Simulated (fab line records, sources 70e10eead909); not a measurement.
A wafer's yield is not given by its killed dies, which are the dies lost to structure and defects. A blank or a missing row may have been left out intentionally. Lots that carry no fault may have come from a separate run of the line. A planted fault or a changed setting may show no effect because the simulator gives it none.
Chamber matching ; flow nand harc ; NHARC_A_M1_PRE_CLEAN_32 on pecvd-03 has 3 sister chambers
The step time 12 s. 6 wafers are shown with their chamber, then 9 later ones without.

## WAFERS, EACH WITH ITS CHAMBER
wafer;chamber;heater power w (W)
L082.3;2;718
L082.4;1;669
L082.5;2;706
L085.1;0;672
L085.4;1;675
L085.6;0;682

## WAFERS WITH NO CHAMBER GIVEN
wafer;heater power w (W)
L093.2;596
L093.3;643
L093.4;667
L092.1;620
L092.2;683
L092.4;717
L091.1;631
L091.3;664
L091.4;623

## WHICH CHAMBER EACH ONE RAN IN
wafer;from the rows above;in truth
L093.2;can't be placed: 1 or 0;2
L093.3;can't be placed: 1 or 0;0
L093.4;can't be placed: 1 or 0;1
L092.1;can't be placed: 1 or 0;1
L092.2;can't be placed: 0 or 1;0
L092.4;2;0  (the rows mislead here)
L091.1;can't be placed: 1 or 0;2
L091.3;can't be placed: 1 or 0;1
L091.4;can't be placed: 1 or 0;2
Correct placement for 0 of the 9. From these rows, 8 cannot be placed; in 5 the true chamber is one of the candidates. Placed wrongly: 1.
How it was worked out, from the rows above alone: a wafer's distance from a chamber is the root of the sum, over the readings, of the square of ((its reading less the chamber's mean) divided by the reading's scatter). If the next closest chamber is less than 2 further off than the closest, the wafer can't be placed; otherwise it belongs to the closest. A chamber's mean is the mean of its shown wafers. The scatter is the square root of a quotient: the sum, over the shown wafers, of each reading's squared deviation from its chamber's mean, divided by wafers minus chambers.
